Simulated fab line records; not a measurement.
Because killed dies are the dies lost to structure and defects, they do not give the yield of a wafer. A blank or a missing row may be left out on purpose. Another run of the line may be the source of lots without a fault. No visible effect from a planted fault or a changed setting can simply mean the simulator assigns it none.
Chamber matching / flow n5_finfet / 4 sister chambers for N5_GATE_CUT_STRIP_59 on rie_diel-05
The step strips in N2/H2, time 20 s. 14 wafers are shown with their chamber, then 7 later ones without.

## WAFERS PAIRED WITH THEIR CHAMBERS
wafer=L076.1; chamber=1; showerhead_plenum_p_Torr (Torr)=3.23; throttle_valve_pct (%)=12.01; drypump_motor_current_A (A)=6.1
wafer=L076.4; chamber=3; showerhead_plenum_p_Torr (Torr)=3.51; throttle_valve_pct (%)=12.35; drypump_motor_current_A (A)=5.8
wafer=L076.6; chamber=2; showerhead_plenum_p_Torr (Torr)=3.47; throttle_valve_pct (%)=12.42; drypump_motor_current_A (A)=5.6
wafer=L077.1; chamber=0; showerhead_plenum_p_Torr (Torr)=3.26; throttle_valve_pct (%)=12.37; drypump_motor_current_A (A)=5.5
wafer=L077.2; chamber=3; showerhead_plenum_p_Torr (Torr)=3.51; throttle_valve_pct (%)=12.34; drypump_motor_current_A (A)=5.8
wafer=L077.3; chamber=2; showerhead_plenum_p_Torr (Torr)=3.47; throttle_valve_pct (%)=12.43; drypump_motor_current_A (A)=5.6
wafer=L077.4; chamber=1; showerhead_plenum_p_Torr (Torr)=3.22; throttle_valve_pct (%)=12.00; drypump_motor_current_A (A)=6.1
wafer=L077.5; chamber=3; showerhead_plenum_p_Torr (Torr)=3.51; throttle_valve_pct (%)=12.36; drypump_motor_current_A (A)=5.8
wafer=L077.6; chamber=2; showerhead_plenum_p_Torr (Torr)=3.47; throttle_valve_pct (%)=12.43; drypump_motor_current_A (A)=5.6
wafer=L078.1; chamber=3; showerhead_plenum_p_Torr (Torr)=3.51; throttle_valve_pct (%)=12.36; drypump_motor_current_A (A)=5.8
wafer=L078.2; chamber=0; showerhead_plenum_p_Torr (Torr)=3.26; throttle_valve_pct (%)=12.37; drypump_motor_current_A (A)=5.6
wafer=L078.5; chamber=3; showerhead_plenum_p_Torr (Torr)=3.51; throttle_valve_pct (%)=12.37; drypump_motor_current_A (A)=5.8
wafer=L079.3; chamber=0; showerhead_plenum_p_Torr (Torr)=3.26; throttle_valve_pct (%)=12.37; drypump_motor_current_A (A)=5.6
wafer=L079.4; chamber=3; showerhead_plenum_p_Torr (Torr)=3.51; throttle_valve_pct (%)=12.34; drypump_motor_current_A (A)=5.8

SIGNATURES, as means of the wafers listed above
reading=showerhead_plenum_p_Torr; chamber 0=3.2600; chamber 1=3.2250; chamber 2=3.4700; chamber 3=3.5100; scatter within a chamber=0.00224
reading=throttle_valve_pct; chamber 0=12.3700; chamber 1=12.0050; chamber 2=12.4267; chamber 3=12.3533; scatter within a chamber=0.00922
reading=drypump_motor_current_A; chamber 0=5.567; chamber 1=6.100; chamber 2=5.600; chamber 3=5.800; scatter within a chamber=0.0258
Rule: a wafer's distance from a chamber is the root of the sum, over the readings, of the square of ((its reading less the chamber's mean) divided by the reading's scatter). If the next closest chamber is less than 2 further off than the closest, the wafer can't be placed; otherwise it belongs to the closest. The scatter: the root of (the sum of the squares of (reading less its chamber's mean) over the shown wafers, divided by (wafers less chambers)).

## WAFERS WITH NO CHAMBER GIVEN
wafer=L079.6; showerhead_plenum_p_Torr (Torr)=3.26; throttle_valve_pct (%)=12.37; drypump_motor_current_A (A)=5.6
wafer=L090.1; showerhead_plenum_p_Torr (Torr)=3.46; throttle_valve_pct (%)=12.49; drypump_motor_current_A (A)=5.6
wafer=L090.2; showerhead_plenum_p_Torr (Torr)=3.21; throttle_valve_pct (%)=12.06; drypump_motor_current_A (A)=6.1
wafer=L090.5; showerhead_plenum_p_Torr (Torr)=3.21; throttle_valve_pct (%)=12.06; drypump_motor_current_A (A)=6.1
wafer=L095.1; showerhead_plenum_p_Torr (Torr)=3.45; throttle_valve_pct (%)=12.50; drypump_motor_current_A (A)=5.6
wafer=L095.3; showerhead_plenum_p_Torr (Torr)=3.21; throttle_valve_pct (%)=12.08; drypump_motor_current_A (A)=6.1
wafer=L095.4; showerhead_plenum_p_Torr (Torr)=3.24; throttle_valve_pct (%)=12.45; drypump_motor_current_A (A)=5.6

## WHICH CHAMBER EACH ONE RAN IN
wafer=L079.6; from the rows above=0; in truth=0
wafer=L090.1; from the rows above=2; in truth=2
wafer=L090.2; from the rows above=1; in truth=1
wafer=L090.5; from the rows above=1; in truth=1
wafer=L095.1; from the rows above=2; in truth=2
wafer=L095.3; from the rows above=1; in truth=1
wafer=L095.4; from the rows above=0; in truth=0
7 of 7 placed correctly. Not placeable from these rows: 0. Placed wrongly: 0.
